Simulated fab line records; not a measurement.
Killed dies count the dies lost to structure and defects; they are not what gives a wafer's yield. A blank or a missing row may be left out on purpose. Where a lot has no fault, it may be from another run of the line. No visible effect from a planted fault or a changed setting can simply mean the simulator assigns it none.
Matching of chambers :: flow n5_finfet :: N5_BEOL_M0_SAQP_ETCH_101 on rie_diel-01: 4 sister chambers
The step etches SiNx in CH3F/O2, target depth 29.9 nm, time 42.7 s. 20 wafers are shown with their chamber, then 10 later ones without.

== EACH WAFER AND ITS CHAMBER ==
wafer: L074.2
chamber: 0
showerhead_plenum_p_Torr (Torr): 2.01
drypump_motor_current_A (A): 5.7
throttle_valve_pct (%): 16.59

wafer: L074.3
chamber: 1
showerhead_plenum_p_Torr (Torr): 2.00
drypump_motor_current_A (A): 6.1
throttle_valve_pct (%): 16.59

wafer: L074.6
chamber: 2
showerhead_plenum_p_Torr (Torr): 2.06
drypump_motor_current_A (A): 5.5
throttle_valve_pct (%): 16.63

wafer: L076.1
chamber: 1
showerhead_plenum_p_Torr (Torr): 2.00
drypump_motor_current_A (A): 6.1
throttle_valve_pct (%): 16.62

wafer: L076.4
chamber: 0
showerhead_plenum_p_Torr (Torr): 2.01
drypump_motor_current_A (A): 5.8
throttle_valve_pct (%): 16.60

wafer: L076.5
chamber: 3
showerhead_plenum_p_Torr (Torr): 1.90
drypump_motor_current_A (A): 6.4
throttle_valve_pct (%): 16.39

wafer: L077.3
chamber: 3
showerhead_plenum_p_Torr (Torr): 1.90
drypump_motor_current_A (A): 6.4
throttle_valve_pct (%): 16.39

wafer: L077.5
chamber: 2
showerhead_plenum_p_Torr (Torr): 2.06
drypump_motor_current_A (A): 5.5
throttle_valve_pct (%): 16.64

wafer: L077.6
chamber: 3
showerhead_plenum_p_Torr (Torr): 1.90
drypump_motor_current_A (A): 6.5
throttle_valve_pct (%): 16.40

wafer: L078.1
chamber: 0
showerhead_plenum_p_Torr (Torr): 2.00
drypump_motor_current_A (A): 5.7
throttle_valve_pct (%): 16.62

wafer: L078.2
chamber: 1
showerhead_plenum_p_Torr (Torr): 2.00
drypump_motor_current_A (A): 6.0
throttle_valve_pct (%): 16.61

wafer: L078.3
chamber: 3
showerhead_plenum_p_Torr (Torr): 1.90
drypump_motor_current_A (A): 6.5
throttle_valve_pct (%): 16.41

wafer: L082.4
chamber: 1
showerhead_plenum_p_Torr (Torr): 1.99
drypump_motor_current_A (A): 6.1
throttle_valve_pct (%): 16.63

wafer: L082.5
chamber: 1
showerhead_plenum_p_Torr (Torr): 1.99
drypump_motor_current_A (A): 6.1
throttle_valve_pct (%): 16.63

wafer: L082.6
chamber: 0
showerhead_plenum_p_Torr (Torr): 2.00
drypump_motor_current_A (A): 5.7
throttle_valve_pct (%): 16.63

wafer: L085.2
chamber: 3
showerhead_plenum_p_Torr (Torr): 1.90
drypump_motor_current_A (A): 6.4
throttle_valve_pct (%): 16.42

wafer: L085.3
chamber: 2
showerhead_plenum_p_Torr (Torr): 2.06
drypump_motor_current_A (A): 5.5
throttle_valve_pct (%): 16.67

wafer: L085.6
chamber: 1
showerhead_plenum_p_Torr (Torr): 1.99
drypump_motor_current_A (A): 6.0
throttle_valve_pct (%): 16.63

wafer: L087.1
chamber: 2
showerhead_plenum_p_Torr (Torr): 2.06
drypump_motor_current_A (A): 5.5
throttle_valve_pct (%): 16.67

wafer: L087.2
chamber: 0
showerhead_plenum_p_Torr (Torr): 2.00
drypump_motor_current_A (A): 5.8
throttle_valve_pct (%): 16.65

SIGNATURES, as means of the wafers listed above
reading: showerhead_plenum_p_Torr
chamber 0: 2.0040
chamber 1: 1.9950
chamber 2: 2.0600
chamber 3: 1.9000
scatter within a chamber: 0.00411

reading: drypump_motor_current_A
chamber 0: 5.740
chamber 1: 6.067
chamber 2: 5.500
chamber 3: 6.440
scatter within a chamber: 0.0483

reading: throttle_valve_pct
chamber 0: 16.6180
chamber 1: 16.6183
chamber 2: 16.6525
chamber 3: 16.4020
scatter within a chamber: 0.0186
Rule: for a wafer and a chamber, the distance is found by dividing, reading by reading, the gap between the wafer's reading and the chamber's mean by the reading's scatter, squaring, summing and taking the root. The wafer belongs to the nearest chamber; if the next one is less than 2 further off, it can't be placed. The scatter: take each reading less its chamber's mean, square it, sum over the shown wafers, divide by the number of wafers less the number of chambers, and take the root.

== WAFERS WITH NO CHAMBER GIVEN ==
wafer: L087.6
showerhead_plenum_p_Torr (Torr): 1.90
drypump_motor_current_A (A): 6.5
throttle_valve_pct (%): 16.42

wafer: L091.3
showerhead_plenum_p_Torr (Torr): 2.00
drypump_motor_current_A (A): 5.8
throttle_valve_pct (%): 16.67

wafer: L091.4
showerhead_plenum_p_Torr (Torr): 2.05
drypump_motor_current_A (A): 5.5
throttle_valve_pct (%): 16.67

wafer: L091.6
showerhead_plenum_p_Torr (Torr): 2.05
drypump_motor_current_A (A): 5.5
throttle_valve_pct (%): 16.68

wafer: L095.1
showerhead_plenum_p_Torr (Torr): 1.89
drypump_motor_current_A (A): 6.5
throttle_valve_pct (%): 16.46

wafer: L095.4
showerhead_plenum_p_Torr (Torr): 1.99
drypump_motor_current_A (A): 5.8
throttle_valve_pct (%): 16.67

wafer: L095.5
showerhead_plenum_p_Torr (Torr): 1.99
drypump_motor_current_A (A): 5.8
throttle_valve_pct (%): 16.68

wafer: L096.3
showerhead_plenum_p_Torr (Torr): 1.89
drypump_motor_current_A (A): 6.5
throttle_valve_pct (%): 16.46

wafer: L096.5
showerhead_plenum_p_Torr (Torr): 1.99
drypump_motor_current_A (A): 6.0
throttle_valve_pct (%): 16.66

wafer: L096.6
showerhead_plenum_p_Torr (Torr): 2.05
drypump_motor_current_A (A): 5.5
throttle_valve_pct (%): 16.71

== CHAMBER TAKEN BY EACH ==
wafer: L087.6
from the rows above: 3
in truth: 3

wafer: L091.3
from the rows above: 0
in truth: 0

wafer: L091.4
from the rows above: 2
in truth: 2

wafer: L091.6
from the rows above: 2
in truth: 2

wafer: L095.1
from the rows above: 3
in truth: 3

wafer: L095.4
from the rows above: can't be placed: 0 or 1
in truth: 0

wafer: L095.5
from the rows above: can't be placed: 0 or 1
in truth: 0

wafer: L096.3
from the rows above: 3
in truth: 3

wafer: L096.5
from the rows above: 1
in truth: 1

wafer: L096.6
from the rows above: 2
in truth: 2
Correctly placed: 8 of 10. From these rows, 2 cannot be placed; in 2 the true chamber is one of the candidates. Number placed wrongly: 0.
